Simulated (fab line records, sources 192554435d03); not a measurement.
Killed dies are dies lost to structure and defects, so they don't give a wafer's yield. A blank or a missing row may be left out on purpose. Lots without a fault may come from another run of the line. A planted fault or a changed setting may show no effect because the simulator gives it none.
Chamber matching | flow n5_finfet | N5_BEOL_M9_ETCH_62 on rie_diel-03: 4 sister chambers
The step etches SOC in N2/H2, target depth 110 nm, overetch 22 nm, time 165 s. 4 wafers are shown with their chamber, then 11 later ones without.

WAFERS WITH THEIR CHAMBER
wafer  | chamber | showerhead_plenum_p_Torr (Torr)
L086.4 | 2       | 2.63
L090.1 | 3       | 2.34
L090.6 | 0       | 2.59
L093.1 | 1       | 2.62

WAFERS WITHOUT THEIR CHAMBER
wafer  | showerhead_plenum_p_Torr (Torr)
L093.4 | 2.59
L093.5 | 2.33
L094.2 | 2.62
L094.3 | 2.63
L094.4 | 2.59
L095.1 | 2.62
L095.3 | 2.33
L095.4 | 2.59
L097.1 | 2.33
L097.4 | 2.61
L097.5 | 2.61

WHICH CHAMBER EACH WENT THROUGH
wafer  | from the rows above          | in truth
L093.4 | 0                            | 0
L093.5 | 3                            | 3
L094.2 | can't be placed: 1 or 2      | 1
L094.3 | can't be placed: 2 or 1      | 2
L094.4 | 0                            | 0
L095.1 | can't be placed: 1 or 2      | 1
L095.3 | 3                            | 3
L095.4 | 0                            | 0
L097.1 | 3                            | 3
L097.4 | can't be placed: 1 or 0 or 2 | 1
L097.5 | can't be placed: 1 or 0 or 2 | 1
Placed correctly: 6 of 11. Can't be placed from these rows: 5 (the true chamber is among the candidates in 5). Placed wrongly: 0.
How it was worked out, from the rows above alone: a wafer's distance from a chamber is the root of the sum, over the readings, of the square of ((its reading less the chamber's mean) divided by the reading's scatter). The wafer belongs to the nearest chamber; if the next one is less than 2 further off, it can't be placed. A chamber's mean is the mean of its shown wafers. The scatter: with one shown wafer a chamber, the root of the mean of the squares of how far each hidden wafer lies from its nearest shown one.
